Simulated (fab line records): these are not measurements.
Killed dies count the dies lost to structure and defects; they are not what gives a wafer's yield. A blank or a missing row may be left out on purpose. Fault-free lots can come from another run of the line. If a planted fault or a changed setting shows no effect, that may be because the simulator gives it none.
A lot that was struck, set against a sound lot ; flow n5_finfet ; 16 out of 1938 route steps
Sound: these wafers, L409.3, L409.4, L409.5. Struck: wafer L414.6 (left out: L414.3, L414.5 of the same lot, which were not struck); the cause appears at the end.
Each step with rows lists, per side, the tool, then ch with its chambers, then its first start. Under that, the readings that differ: sound wafers ; struck wafers ; difference of the means ; sigmas: that difference in standard deviations of wafers without a fault.
alike: a reading whose means differ by less than 2 such deviations, as well as words and numbers matching on both sides. not compared: withheld readings; readings where some wafer has no value; bounds like >300 that might hide an equal value; numbers whose values overlap and for which the record gives no deviation.
A row with sigmas, a row that says differs or no value, or rows on one side alone: a step with any of these is where the two part. Numbers that have no deviation but don't overlap get no sigmas and don't part them. Lack of a reading on every wafer of one side parts them only where that side has two or more wafers.

first, 3 steps without rows for these wafers: N5_SDB_EXPOSE_08 (exposes mask SDB); N5_SDB_PEB_09 (peb time 60 s); N5_SDB_DEVELOP_10 (develop time 30 s).
N5_SDB_CD_MEAS_11: target cd 50 nm.
  sound on cd_sem-01 ch 0, day 5 00:26; struck on cd_sem-02 ch 0, day 6 05:34
  alike: cd_nm
N5_SDB_OVL_MEAS_12:
  sound on overlay-02 ch 0, day 5 00:28; struck on overlay-01 ch 0, day 6 05:36
  alike: SDB_OVL
N5_SDB_INSPECT_13: inspects for defects (brightfield).
  struck on defect_inspect-01, day 6 05:37; sound on defect_inspect-02, day 5 00:30
  alike: raw_defect_count
N5_SDB_DESCUM_16: chemistry O2, time 7.9 s.
  sound on rie_diel-02 ch 1,2,3, day 5 00:55; struck on rie_diel-03 ch 2, day 6 05:40
reading;sound;struck;difference;sigmas
drypump_motor_current_A (A);6.3 6.0 6.2;5.1;-1.1;-2
  alike: oes_product_au, rf_vpp_V, showerhead_plenum_p_Torr, throttle_valve_pct
  not compared: rf_hours_counter_h
N5_SDB_ETCH_17: etches SiARC in CF4, target depth 23.4 nm, time 39 s.
  sound on rie_diel-02 ch 1,2,3, day 5 00:57; struck on rie_diel-03 ch 2, day 6 05:41
reading;sound;struck;difference;sigmas
drypump_motor_current_A (A);6.4 6.0 6.2;5.1;-1.1;-3
etch_rf_on_time_s (s);39.3 36.8 38.6;41.8;+3.6;+3
  alike: oes_product_au, rf_vpp_V, showerhead_plenum_p_Torr, throttle_valve_pct
  not compared: rf_hours_counter_h
N5_SDB_ETCH_18: etches SOC in N2/H2, target depth 100 nm, overetch 20 nm, time 150 s.
  sound on rie_diel-02 ch 1,2,3, day 5 00:59; struck on rie_diel-03 ch 2, day 6 05:44
reading;sound;struck;difference;sigmas
drypump_motor_current_A (A);6.4 6.0 6.2;5.1;-1.1;-3
  alike: oes_product_au, rf_vpp_V, showerhead_plenum_p_Torr, throttle_valve_pct
  not compared: rf_hours_counter_h
then, 1 step without rows for these wafers: N5_SDB_STRIP_19 (strips in N2/H2).
N5_SDB_STRIP_21: strips in CF4.
  sound on rie_diel-02 ch 1,2,3, day 5 01:07; struck on rie_diel-03 ch 2, day 6 05:52
reading;sound;struck;difference;sigmas
drypump_motor_current_A (A);6.3 6.0 6.2;5.1;-1.1;-2
  alike: oes_product_au, rf_vpp_V, showerhead_plenum_p_Torr, throttle_valve_pct
  not compared: rf_hours_counter_h
N5_SDB_HM_OPEN_20: chemistry CH3F/O2, target SiNx, stops on poly-Si, target depth 24 nm.
  sound on rie_diel-02 ch 1,2,3, day 5 01:08; struck on rie_diel-03 ch 2, day 6 05:53
reading;sound;struck;difference;sigmas
drypump_motor_current_A (A);6.3 6.0 6.2;5.1;-1.1;-2
  alike: oes_product_au, rf_vpp_V, showerhead_plenum_p_Torr, throttle_valve_pct
  not compared: rf_hours_counter_h
N5_SDB_STRIP_22: strips in N2/H2.
  sound on plasma_asher-02 ch 0,1, day 5 01:16; struck on plasma_asher-02 ch 1, day 6 06:01
reading;sound;struck;difference;sigmas
oes_product_au (a.u.);0.718 0.717 0.722;0.677;-0.042;-10
strip_time_to_endpoint_s (s);96.6 96.2 96.5;105.1;+8.7;+18
  alike: drypump_motor_current_A, heater_power_w
  not compared: rf_hours_counter_h
then, 1 step without rows for these wafers: N5_SDB_PRECLEAN_23 (cleans in dHF, time 30 s).
-- the record jumps here: 4 days lie between the struck wafers' starts before and after (it left off in module SDB and takes up again in module BEOL_M4, whose first step shown is number 1111 of the route) --
N5_BEOL_M4_RC_MEAS_101:
  sound on prober-01 ch 0, day 9 00:59; struck on prober-01 ch 0, day 9 22:35
  alike: DIBL_N, DIBL_P, IOFF_N, IOFF_P, ION_N, ION_P, SS_N, SS_P, VT_N, VT_P
N5_PASSIVATION_PROBE_49:
  the record holds rows for the sound wafers here (prober-02, day 12 08:44) but none for the struck ones

## WHERE THEY PART
First at N5_SDB_DESCUM_16; last, within this record, at N5_PASSIVATION_PROBE_49.

WHY: what had been put in by the simulator
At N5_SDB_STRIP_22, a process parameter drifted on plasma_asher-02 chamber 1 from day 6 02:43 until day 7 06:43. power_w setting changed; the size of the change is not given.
